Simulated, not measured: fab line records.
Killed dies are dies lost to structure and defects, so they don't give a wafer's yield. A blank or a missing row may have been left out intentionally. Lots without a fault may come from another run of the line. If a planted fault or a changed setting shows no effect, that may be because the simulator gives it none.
Matching of chambers | flow n5Finfet | 3 sister chambers for N5_BEOL_M0_DEP_125 on pecvd-02
The step deposits SiCN from 3MS/NH3, target thk 8 nm, time 14 s. 3 wafers are shown with their chamber, then 7 later ones without.

## WAFERS PAIRED WITH THEIR CHAMBERS
wafer  | chamber | showerheadPlenumPTorr (Torr)
L080.4 | 2       | 3.656
L082.3 | 0       | 3.646
L082.4 | 1       | 3.644

## WAFERS WHOSE CHAMBER IS MISSING
wafer  | showerheadPlenumPTorr (Torr)
L082.5 | 3.650
L091.2 | 3.651
L091.3 | 3.652
L091.6 | 3.652
L093.3 | 3.643
L093.4 | 3.646
L093.6 | 3.645

## WHICH CHAMBER EACH ONE RAN IN
wafer  | from the rows above          | in truth
L082.5 | can't be placed: 0 or 1 or 2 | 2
L091.2 | can't be placed: 0 or 2 or 1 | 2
L091.3 | can't be placed: 2 or 0 or 1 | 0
L091.6 | can't be placed: 2 or 0 or 1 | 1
L093.3 | can't be placed: 1 or 0      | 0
L093.4 | can't be placed: 0 or 1      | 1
L093.6 | can't be placed: 0 or 1      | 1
Placed correctly: 0 of 7. Cannot be placed on the basis of these rows: 7; the candidates contain the true chamber in 7. Placed wrongly: 0.
How it was worked out, from the rows above alone: a wafer's distance from a chamber is the root of the sum, over the readings, of the square of ((its reading less the chamber's mean) divided by the reading's scatter). If the next closest chamber is less than 2 further off than the closest, the wafer can't be placed; otherwise it belongs to the closest. A chamber's mean is the mean of its shown wafers. The scatter: with one shown wafer a chamber, the root of the mean of the squares of how far each hidden wafer lies from its nearest shown one.
